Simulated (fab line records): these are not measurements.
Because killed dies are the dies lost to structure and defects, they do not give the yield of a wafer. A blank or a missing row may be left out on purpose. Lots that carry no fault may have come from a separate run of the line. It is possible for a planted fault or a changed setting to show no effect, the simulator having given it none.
Split-lot study    flow n5Finfet    7 lots, 21 wafers read, on a route of 1938 steps

== THE SPLIT ==
At N5_BEOL_M2_ILD_DEP_00 (deposits SiOC from DEMS/O2, target thk 79 nm, time 15.3 s), the setting timeS was moved away from the recipe's 15.3 s on 7 of the 21 wafers read, by -5.1% to +13.0%. This setting was run at the recipe's value on the other wafers.

Between the split and the reading, the file records no step.

== THE READING ==
M2_ILD_THK (nm), taken at N5_BEOL_M2_THK_MEAS_01. On this fab line, fault-free wafers typically give 79.0 nm with a standard deviation of 1 nm.

wafer   tool, chamber at the split  timeS as run, s  against the recipe  M2_ILD_THK, nm  against lot-mates on the recipe
L078.3  pecvd-01, 0                 16.68            +9.0%               86.7            +6.2
L078.4  pecvd-01, 1                 16.68            +9.0%               88.1            +7.6
L078.6  pecvd-01, 0                 15.3             recipe              80.5            -
L085.2  pecvd-01, 0                 17.03            +11.3%              87.5            no lot-mate on the recipe
L085.3  pecvd-01, 1                 17.03            +11.3%              88.2            no lot-mate on the recipe
L085.5  pecvd-01, 0                 17.03            +11.3%              89.1            no lot-mate on the recipe
L084.1  pecvd-03, 2                 15.3             recipe              79.2            -
L084.3  pecvd-03, 1                 15.3             recipe              79.3            -
L084.5  pecvd-03, 1                 15.3             recipe              80.0            -
L087.1  pecvd-01, 1                 15.3             recipe              79.1            -
L087.2  pecvd-01, 2                 15.3             recipe              77.8            -
L087.6  pecvd-01, 1                 15.3             recipe              79.8            -
L091.1  pecvd-01, 2                 15.3             recipe              77.1            -
L091.3  pecvd-01, 0                 15.3             recipe              77.9            -
L091.5  pecvd-01, 0                 17.29            +13.0%              90.1            +12.6
L096.1  pecvd-01, 1                 15.3             recipe              79.7            -
L096.4  pecvd-01, 1,0               15.3             recipe              80.4            -
L096.5  pecvd-01, 1,0               15.3             recipe              80.3            -
L097.1  pecvd-03, 0                 15.3             recipe              78.1            -
L097.2  pecvd-03, 1                 15.3             recipe              79.3            -
L097.4  pecvd-03, 2                 14.52            -5.1%               75.4            -3.3
Where a row lists several chambers, the file gives one row for several wafers and doesn't say which wafer went through which chamber.

FIT RESULTS
A straight line over all 21 wafers: M2_ILD_THK changes by +0.829 nm for each +1% of timeS; r = +0.98; the points scatter about the line by 0.99 nm.
The same after taking each lot's own level away (the mean of its wafers on the recipe; 18 wafers): +0.848 nm for each +1%; r = +0.98; scatter 0.76 nm.
According to that fit, moving timeS by its largest amount changes the reading by 11 nm.
The lots' own levels span 77.50 to 80.50 nm, that is 3.0 times the standard deviation above.
Hence the lot-to-lot level has little effect on the slope; both slopes agree.
Check: +9.74 nm against its lot-mates is what the line predicts for one of the wafers moved furthest among these (+13.0%) when that wafer is left out of the fit. It came out at +12.6 nm against them.

== THE OTHER SPLITS THESE WAFERS WENT THROUGH ==
Note: prior to the reading, these wafers also went through further splits. Each is held against what the fit with the lots' levels taken away leaves over:
other split on the same wafers  wafers away from the commonest value  r with M2_ILD_THK (lot level and that fit taken away)
N5_BEOL_M1_ETCH_70 sourceW      6                                     +0.02

== THE WHOLE CHAIN: every reading that the file lists as answering this split, in the file's order ==
step                    what it does                                               reading                                                                            change (the file's fit)                r (the file's)
N5_BEOL_M2_ILD_DEP_00   deposits SiOC from DEMS/O2, target thk 79 nm, time 15.3 s  SiOC_of_BEOL_M2_ILD_DEP_00.thkNm (the simulator's own value, which no gauge read)  +0.874 nm for each +1% of the setting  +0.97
N5_BEOL_M2_THK_MEAS_01                                                             M2_ILD_THK                                                                         +0.875 for each +1% of the setting     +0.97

== THE FILE'S OWN FIT ==
M2_ILD_THK changes by +0.875 nm for each +1% of timeS, r = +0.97.
